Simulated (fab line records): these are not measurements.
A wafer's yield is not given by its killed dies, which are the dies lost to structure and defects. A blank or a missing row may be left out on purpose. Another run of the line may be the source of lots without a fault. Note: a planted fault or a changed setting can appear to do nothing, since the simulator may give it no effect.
fab line records	flow nand-harc
record: lots: 11	wafers: 31	last-day: 25
route steps=1159 shown A_CONTACT@857 END@1159
lots that met no fault: from a run of the same line without faults
start-h: hours from the record's opening day to when the first of the lot's shown wafers began	wait-h: hours since the lot's step before	" unchanged from the row above	L1.1+2: one row covering several wafers at once	- either no value or no given start	* or withheld: withheld	< > ~ a bound
route shown NAME@n: NAME is a module with steps in the file, n the number in the route of the first one	usual: mean/standard deviation taken from wafers without a fault	same: alike in all rows	chamber/n: place in a boat	sites: per-site readings	_std_site: the values' standard deviation	_edge_site: the outer-site mean with the inner-site mean subtracted	radius-mm: how far each site lies from the wafer's centre	mask NAME#n: copy n	behind: tool/chamber where the wafer was last shaped	hold: why the lot went on hold/how many hours it stayed there/how the hold came to an end	device: whichever transistor did not switch (one of n, p or np)	end of line: tests of these same wafers at the route's end	step lacking rows: just its recipe	killed: count of dies lost to structure and defects at first sort (not the wafer's yield)	map: a wafer's dies, marking killed ones x, the rest . and places with no die _
set.NAME: setting as actually run; set.NAME@STEP: the setting as run at that earlier step	model.NAME: the simulator's own value behind a step, which no gauge read
steps of the route over a sample of lots; a table a step, a row a wafer
services: from which hour (start-h, from the record's first day; less than 0 if before it) a tool's chamber was out of use, for how many hours, and why
== steps ==
step: NHARC_A_CONTACT_DESCUM_47
recipe: time-s: 3	o2-flow-sccm: 200	ar-flow-sccm: 0	bias-power-w: 0	chemistry: O2
usual: chamber-pressure-mTorr: 60.00/0.059	drypump-motor-current-A: 5.7/0.45	o2-flow-sccm: 200.0/0.64	oes-product-au: 1.000/0.0072	rf-vpp-V: 57.9/0.9	showerhead-plenum-p-Torr: 1.93/0.084	throttle-valve-pct: 11.313/0.009
lot.wafer	tool	chamber	start-h	wait-h	chamber-pressure-mTorr	drypump-motor-current-A	o2-flow-sccm	oes-product-au	rf-hours-counter-h	rf-vpp-V	showerhead-plenum-p-Torr	throttle-valve-pct
L648.3	rie-diel-04	1	368.54	0.1	60.05	5.6	199.7	0.999	14	58.4	1.91	11.323
L648.2	"	3	"	"	60.04	5.3	200.0	1.001	14	58.1	2.01	11.294
L648.5	"	1	"	"	59.99	5.7	199.1	1.000	-	57.7	1.91	11.317
L654.1	rie-diel-04	2	425.20	0.1	60.06	6.6	199.1	1.006	21	58.8	1.82	11.315
L654.2	"	3	"	"	60.05	5.3	199.2	0.999	21	57.5	2.01	11.317
L654.5	"	3	"	"	59.90	5.3	198.0	0.998	-	57.0	2.01	11.308
L653.3	rie-diel-10	1	433.59	0.1	60.10	5.4	200.2	0.998	24	58.9	2.05	11.314
L653.4	"	2	"	"	60.01	6.1	200.4	1.011	24	59.8	2.00	11.320
L653.2	"	3	"	"	59.98	5.3	201.0	1.010	22	57.8	1.97	11.311
L656.1	rie-diel-04	3	442.12	0.1	59.99	5.3	200.3	1.009	27	58.2	2.01	11.311
L656.3	"	0	"	"	59.95	5.8	200.3	0.998	27	58.0	1.99	11.311
L658.3	rie-diel-01	3	444.76	0.1	60.08	5.0	200.2	1.006	54	57.3	2.06	11.309
L658.1	"	1	"	"	59.99	6.0	199.1	1.001	51	57.5	1.97	11.331
L658.5	"	2	"	"	60.01	5.4	199.5	1.010	-	58.5	1.79	11.306
L657.3	rie-diel-04	2	458.64	0.1	60.08	6.6	200.1	0.999	30	55.7	1.82	11.296
L657.5	"	0	"	"	60.03	5.7	200.0	0.996	-	57.3	1.99	11.310
L664.1	rie-diel-01	3	470.35	0.1	60.00	5.0	200.4	1.011	63	58.2	2.06	11.323
L664.4	"	1	"	"	60.03	6.0	199.6	1.004	61	58.9	1.97	11.321
L664.5	"	0	"	"	60.05	5.6	200.3	1.000	-	57.1	1.82	11.316
L663.1	rie-diel-10	0	475.42	0.1	60.12	5.2	199.7	1.006	36	56.8	1.79	11.310
L663.4	"	1	"	"	59.97	5.5	200.2	1.009	43	56.5	2.04	11.307
L663.3	"	3	"	"	59.95	5.3	199.6	1.002	40	58.6	1.97	11.308
L662.1	rie-diel-04	1	479.12	0.1	60.06	5.7	200.1	1.000	0	56.7	1.91	11.322
L662.3	"	2	"	"	59.96	6.6	200.5	0.993	1	58.1	1.81	11.303
L662.2	"	0	"	"	60.15	5.7	200.9	1.006	1	56.8	1.99	11.317
L665.2	rie-diel-04	3	504.75	0.1	60.00	5.3	199.9	0.993	5	59.8	2.00	11.328
L665.4	"	0	"	"	59.99	5.7	199.9	1.001	6	59.0	1.98	11.312
L665.6	"	3	"	"	59.94	5.3	199.2	0.991	-	58.3	2.00	11.298
L667.1	rie-diel-01	0	510.51	0.1	60.00	5.6	199.6	1.006	4	57.3	1.81	11.309
L667.6	"	0	"	"	59.93	5.6	200.5	1.005	-	57.6	1.81	11.314
L667.5	"	1	"	"	59.90	6.0	201.0	1.010	-	58.9	1.97	11.315
step: NHARC_A_CONTACT_ETCH_49
recipe: target-depth-a: 2600	over-etch-frac: 0.3	time-s: 475.3	ion-energy-ev: 200	n2-flow-sccm: 150	h2-flow-sccm: 150	ar-flow-sccm: 0	rf-w: 400	bias-w: 150	chemistry: N2/H2
usual: bias-w: 150.0/0.4	chamber-pressure-mTorr: 29.998/0.026	drypump-motor-current-A: 5.7/0.46	n2-flow-sccm: 150.0/0.46	oes-product-au: 1.000/0.0062	rf-vpp-V: 431.0/2.6	showerhead-plenum-p-Torr: 2.06/0.092	throttle-valve-pct: 14.171/0.0087
lot.wafer	tool	chamber	start-h	wait-h	bias-w	chamber-pressure-mTorr	drypump-motor-current-A	n2-flow-sccm	oes-product-au	rf-hours-counter-h	rf-vpp-V	showerhead-plenum-p-Torr	throttle-valve-pct
L648.2	rie-diel-04	1	-	-	150.1	29.987	5.6	148.9	0.991	14	430.2	2.04	14.176
L648.3	"	2	"	"	149.7	30.018	6.5	149.6	0.999	13	428.2	1.94	14.172
L648.5	"	1	"	"	149.5	29.993	5.7	150.0	0.991	-	428.9	2.04	14.173
L654.2	rie-diel-04	1	-	-	149.4	29.942	5.7	150.0	1.001	22	430.1	2.04	14.151
L654.1	"	2	"	"	150.7	29.982	6.6	150.6	0.994	21	427.6	1.94	14.184
L654.5	"	3	"	"	150.4	30.007	5.3	149.4	1.001	-	432.8	2.15	14.172
L653.2	rie-diel-10	2	-	-	150.4	29.949	6.1	149.8	1.002	24	432.1	2.13	14.167
L653.3	"	3	"	"	150.4	30.012	5.3	150.0	1.000	22	432.0	2.10	14.168
L653.4	"	1	"	"	150.0	29.998	5.4	149.9	1.000	24	434.7	2.19	14.163
L656.1	rie-diel-04	3	-	-	150.2	30.019	5.3	150.8	0.999	27	433.8	2.14	14.161
L656.3	"	0	"	"	149.2	30.013	5.7	150.1	1.012	27	432.1	2.12	14.174
L658.1	rie-diel-01	3	-	-	149.8	30.033	5.0	150.1	1.000	54	434.4	2.20	14.184
L658.3	"	1	"	"	150.0	30.009	6.0	149.4	0.998	51	432.7	2.10	14.175
L658.5	"	3	"	"	149.9	30.017	5.0	150.0	0.999	-	435.4	2.20	14.182
L657.3	rie-diel-04	3	-	-	150.1	30.002	5.3	150.1	0.991	30	433.3	2.14	14.182
L657.5	"	2	"	"	149.9	30.024	6.6	150.5	1.002	-	427.5	1.93	14.156
L664.4	rie-diel-01	2	-	-	149.7	30.003	5.4	149.4	1.010	44	427.6	1.91	14.184
L664.1	"	1	"	"	150.7	29.989	6.0	149.8	1.008	61	431.9	2.10	14.169
L664.5	"	2	"	"	149.8	30.055	5.4	149.7	1.014	-	429.3	1.91	14.182
L663.4	rie-diel-10	2	-	-	149.5	29.975	6.1	150.4	1.003	42	433.4	2.13	14.173
L663.1	"	0	"	"	149.9	30.011	5.2	150.3	1.005	36	425.0	1.90	14.162
L663.3	"	1	"	"	150.1	30.010	5.4	150.8	1.002	43	435.0	2.18	14.173
L662.2	rie-diel-04	1	-	-	150.3	29.990	5.6	150.1	0.999	1	430.4	2.03	14.169
L662.1	"	3	"	"	150.2	30.007	5.3	149.4	0.990	1	432.3	2.14	14.175
L662.3	"	0	"	"	149.9	29.997	5.7	149.5	1.005	1	431.6	2.12	14.165
L665.4	rie-diel-04	1	-	-	150.6	29.971	5.7	150.1	1.003	5	431.1	2.03	14.177
L665.2	"	0	"	"	150.0	29.973	5.7	149.7	0.998	6	432.2	2.12	14.178
L665.6	"	2	"	"	150.2	29.940	6.6	150.2	0.991	-	425.9	1.93	14.165
L667.1	rie-diel-01	3	-	-	150.0	30.022	5.0	150.6	1.000	5	433.9	2.19	14.162
L667.5	"	3	"	"	149.9	30.000	5.1	150.8	1.003	-	435.1	2.19	14.159
L667.6	"	0	"	"	149.8	30.007	5.5	150.3	0.996	-	428.4	1.93	14.172
step: NHARC_A_CONTACT_ETCH_120
recipe: source-w: withheld	pressure-mtorr: 20	bias-v: 3000	time-s: 94	target-depth-a: 9220	ar-flow-sccm: withheld	c4f8-flow-sccm: withheld	o2-flow-sccm: withheld	chemistry: C4F8/O2/Ar
usual: chamber-pressure-mTorr: 19.999/0.017	oes-air-line-au: 0.997/0.02
lot.wafer	tool	chamber	start-h	wait-h	chamber-pressure-mTorr	oes-air-line-au	rf-hours-counter-h
L648.2	har-cap-etch-03	1	370.73	0.1	20.014	1.038	83
L648.3	"	0	"	"	19.986	1.021	-
L648.5	"	0	"	"	20.000	1.036	-
L654.2	har-cap-etch-03	0	427.39	0.1	20.000	0.962	90
L654.1	"	1	"	"	20.019	1.006	90
L654.5	"	1	"	"	19.985	0.984	-
L653.2	har-cap-etch-02	0	435.77	0.1	20.008	0.987	18
L653.3	"	0	"	"	19.996	1.003	-
L653.4	"	1	"	"	20.009	0.980	-
L656.1	har-cap-etch-03	1	444.65	0.1	-	-	-
L656.3	"	0	"	"	-	-	-
L658.1	har-cap-etch-03	1	447.34	0.1	-	-	-
L658.3	"	1	"	"	-	-	-
L658.5	"	0	"	"	-	-	-
L657.3	har-cap-etch-01	1	460.83	0.1	-	-	-
L657.5	"	1	"	"	-	-	-
L664.1	har-cap-etch-01	0	473.19	0.1	20.033	0.987	76
L664.4	"	0	"	"	19.984	1.007	-
L664.5	"	1	"	"	19.979	1.020	-
L663.1	har-cap-etch-01	1	477.63	0.1	19.998	0.981	77
L663.3	"	0	"	"	20.005	0.970	-
L663.4	"	1	"	"	20.034	0.995	-
L662.2	har-cap-etch-01	0	481.30	0.1	20.000	0.993	79
L662.1	"	1	"	"	20.011	1.024	79
L662.3	"	1	"	"	20.001	1.022	-
L665.2	har-cap-etch-01	0	506.96	0.1	19.997	0.987	81
L665.4	"	1	"	"	20.001	0.978	-
L665.6	"	1	"	"	20.014	0.990	-
L667.1	har-cap-etch-01	1	512.71	0.1	19.971	0.994	82
L667.6	"	0	"	"	19.954	1.013	-
L667.5	"	1	"	"	20.009	0.962	-
step: NHARC_A_CONTACT_ETCH_90
recipe: target-depth-a: 400	over-etch-frac: 0.5	time-s: 85.7	ion-energy-ev: 120	ch3f-flow-sccm: 50	o2-flow-sccm: 30	ar-flow-sccm: 200	rf-w: 500	bias-w: 100	chemistry: CH3F/O2
usual: bias-w: 100.0/0.31	ch3f-flow-sccm: 50.01/0.15	chamber-pressure-mTorr: 25.000/0.02	drypump-motor-current-A: 5.6/0.41	o2-flow-sccm: 30.00/0.093	oes-product-au: 0.96/0.036	rf-vpp-V: 244.8/1.7	showerhead-plenum-p-Torr: 2.49/0.11	throttle-valve-pct: 20.664/0.0095
lot.wafer	tool	chamber	start-h	wait-h	bias-w	ch3f-flow-sccm	chamber-pressure-mTorr	drypump-motor-current-A	o2-flow-sccm	oes-product-au	rf-hours-counter-h	rf-vpp-V	showerhead-plenum-p-Torr	throttle-valve-pct
L648.3	rie-diel-04	0	371.58	0.4	100.1	49.86	24.969	5.7	29.80	0.93	15	246.2	2.56	20.667
L648.2	"	2	"	"	99.7	49.95	25.009	6.6	29.87	0.94	14	243.3	2.34	20.667
L648.5	"	0	"	"	100.2	49.95	25.009	5.7	30.03	0.93	-	244.9	2.56	20.660
L654.1	rie-diel-10	1	428.27	0.5	100.1	50.14	25.026	5.4	30.15	1.01	22	245.7	2.63	20.660
L654.2	"	0	"	"	100.6	49.89	25.006	5.2	30.15	1.00	18	244.3	2.31	20.678
L654.5	"	1	"	"	99.5	49.73	24.999	5.5	30.00	1.01	-	245.4	2.63	20.666
L653.3	rie-diel-04	2	436.64	0.4	100.1	50.11	25.026	6.6	29.88	1.01	24	243.3	2.34	20.678
L653.2	"	3	"	"	100.2	50.18	24.983	5.3	30.01	0.99	24	246.1	2.58	20.651
L653.4	"	1	"	"	100.4	49.99	24.987	5.7	29.87	1.00	25	244.2	2.46	20.668
L656.3	rie-diel-04	0	445.70	0.5	99.8	50.35	24.978	5.7	30.01	0.92	28	245.2	2.55	20.658
L656.1	"	2	"	"	99.9	49.95	24.963	6.5	30.16	0.92	27	241.6	2.34	20.671
L658.1	rie-diel-01	1	448.25	0.6	99.9	50.21	25.021	6.0	29.98	0.93	52	246.2	2.53	20.646
L658.3	"	2	"	"	100.0	49.84	25.015	5.4	29.95	0.93	41	242.3	2.31	20.676
L658.5	"	3	"	"	100.0	50.14	25.003	5.0	30.03	0.93	-	246.5	2.64	20.641
L657.3	rie-diel-04	0	461.67	0.4	99.9	49.88	25.042	5.7	29.93	0.94	31	245.5	2.55	20.653
L657.5	"	0	"	"	100.2	49.91	25.002	5.7	29.93	0.93	-	246.6	2.55	20.657
L664.4	rie-diel-01	3	474.06	0.4	100.3	49.84	25.021	5.1	29.88	0.93	64	247.9	2.63	20.666
L664.1	"	1	"	"	100.2	50.06	25.025	6.0	30.03	0.93	61	246.0	2.53	20.669
L664.5	"	0	"	"	99.8	50.06	24.990	5.6	29.90	0.93	-	242.1	2.34	20.687
L663.3	rie-diel-01	2	478.50	0.4	100.3	49.78	24.979	5.4	30.04	0.93	47	242.1	2.31	20.661
L663.4	"	3	"	"	99.9	50.12	24.961	5.0	29.88	0.92	66	246.9	2.63	20.652
L663.1	"	1	"	"	100.1	50.08	24.998	6.0	30.13	0.93	63	245.5	2.53	20.651
L662.3	rie-diel-10	1	482.18	0.4	100.0	50.12	25.020	5.4	30.02	1.00	44	247.3	2.62	20.655
L662.2	"	2	"	"	99.4	49.78	25.008	6.1	29.87	1.01	43	246.2	2.56	20.678
L662.1	"	0	"	"	100.1	49.96	25.007	5.2	29.96	1.01	37	242.6	2.30	20.643
L665.4	rie-diel-04	0	507.83	0.5	100.1	50.06	25.004	5.8	29.80	0.93	6	246.5	2.55	20.655
L665.2	"	2	"	"	99.8	50.00	25.004	6.6	29.99	0.93	5	242.2	2.33	20.657
L665.6	"	0	"	"	100.0	50.13	24.998	5.7	30.01	0.94	-	245.7	2.55	20.673
L667.1	rie-diel-04	3	513.58	0.5	100.4	49.96	24.973	5.3	30.15	1.00	6	244.4	2.57	20.662
L667.6	"	3	"	"	100.5	50.00	24.988	5.3	30.17	0.99	-	246.7	2.57	20.655
L667.5	"	0	"	"	100.2	50.07	24.983	5.7	29.94	1.00	-	246.1	2.55	20.655
step: NHARC_END_SORT_01
recipe: temp-c: 25
usual: killed-at-array: 28/8.9	killed-at-other: 0.8/1.2	killed-at-periphery: 3.3/2.3	killed-dies: 32/9.4	killed-open: 3.2/1.8	killed-short: 1.9/1.4
same: gross-dies: 677
lot.wafer	tool	chamber	start-h	wait-h	killed-at-array	killed-at-other	killed-at-periphery	killed-dies	killed-open	killed-short
L658.1	prober-02	0	518.27	2.5	674	1	2	677	6	2
L658.3	prober-02	0	519.85	3.1	673	3	1	677	3	2
L658.5	prober-02	0	521.44	3.7	675	1	1	677	2	3
killed by level:class
L658.1 A_CONTACT:area-etch=642 A_CHANNEL_HOLE_D1:chamber-film-flake=18 A_CONTACT:chamber-film-flake=4 A_CONTACT:geometric-particle:open=2 A_STAIRCASE:chamber-film-flake=2 P_M0:geometric-particle:open=1 A_ONON_D1:geometric-particle:short=1 A_CHANNEL_FILL_D1:geometric-particle:short=1
L658.3 A_CONTACT:area-etch=647 A_CHANNEL_HOLE_D1:chamber-film-flake=13 A_CONTACT:chamber-film-flake=4 A_STAIRCASE:chamber-film-flake=3 THIN_TSV:chamber-film-flake=3 A_WL_FILL:chamber-film-flake=2 P_M0:geometric-particle:short=1 A_SOURCE_PLATE:geometric-particle:short=1
L658.5 A_CONTACT:area-etch=640 A_CHANNEL_HOLE_D1:chamber-film-flake=18 A_CONTACT:chamber-film-flake=6 A_STAIRCASE:chamber-film-flake=5 A_CHANNEL_FILL_D1:geometric-particle:short=2 A_ONON_D1:geometric-particle:short=1 A_CHANNEL_FILL_D1:geometric-particle:open=1 A_M0:geometric-particle:open=1
== services ==
tool	chamber	start-h	hours	kind
rie-diel-04	0	346.92	-	clean
rie-diel-04	1	346.92	-	clean
rie-diel-04	2	346.92	-	clean
rie-diel-04	3	346.92	-	clean
rie-diel-10	-	353.50	9.0	pm
rie-diel-01	2	370.60	14.2	repair
rie-diel-04	0	371.42	-	clean
rie-diel-04	1	371.42	-	clean
rie-diel-04	2	371.42	-	clean
rie-diel-04	3	371.42	-	clean
rie-diel-04	-	393.64	0.7	repair
rie-diel-04	0	395.92	-	clean
rie-diel-04	1	395.92	-	clean
rie-diel-04	2	395.92	-	clean
rie-diel-04	3	395.92	-	clean
rie-diel-04	0	420.42	-	clean
rie-diel-04	1	420.42	-	clean
rie-diel-10	2	423.51	3.3	repair
rie-diel-01	0	453.61	3.1	repair
rie-diel-01	2	458.27	8.7	repair
rie-diel-10	0	463.85	7.3	repair
rie-diel-04	-	465.95	9.0	pm
rie-diel-01	-	492.10	9.0	pm
rie-diel-01	2	504.88	3.7	repair
== key ==
first-sign: step: NHARC_A_CONTACT_ETCH_120	reading: tool-record	direction: missing
effect: step: NHARC_END_SORT_01	reading: killed-at-array	direction: up	sigmas: 72	usual: 28	struck: 674
more-kills-born-at: NHARC_A_CONTACT_ETCH_120@har-cap-etch-03: 1929
met-at NHARC_A_CONTACT_ETCH_120
struck-lots L656,L657,L658
later-rows-left-out L656.1,L656.3,L657.3,L657.5,L658.1,L658.3,L658.5
sort-left-out L656.1,L656.3,L657.3,L657.5
tester-left-out L656,L657,L658
not-acting-at NHARC_A_CONTACT_DESCUM_47,NHARC_A_CONTACT_ETCH_49,NHARC_A_CONTACT_ETCH_90
onset-between 427.39 444.65
fault: kind: skipped-step-whole	tool: har-cap-etch-01,har-cap-etch-03	chamber: -	onset-h: 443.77	steps: NHARC_A_CONTACT_ETCH_120	scope: struck-lots-only
tester-left-out: of these lots the tester's yield and bins aren't shown, on N5 and GAA mostly nor the transistor test; their killed dies are dies lost to structure and defects alone, not to doping, threshold or leakage, so they don't give the yield
sort-left-out: the simulated sort isn't trusted on such a fault, so these wafers' sort isn't shown, and their yield isn't known
later-rows-left-out: the simulator's readings of these wafers behind a module that went badly wrong aren't trusted and aren't shown, but for the sort
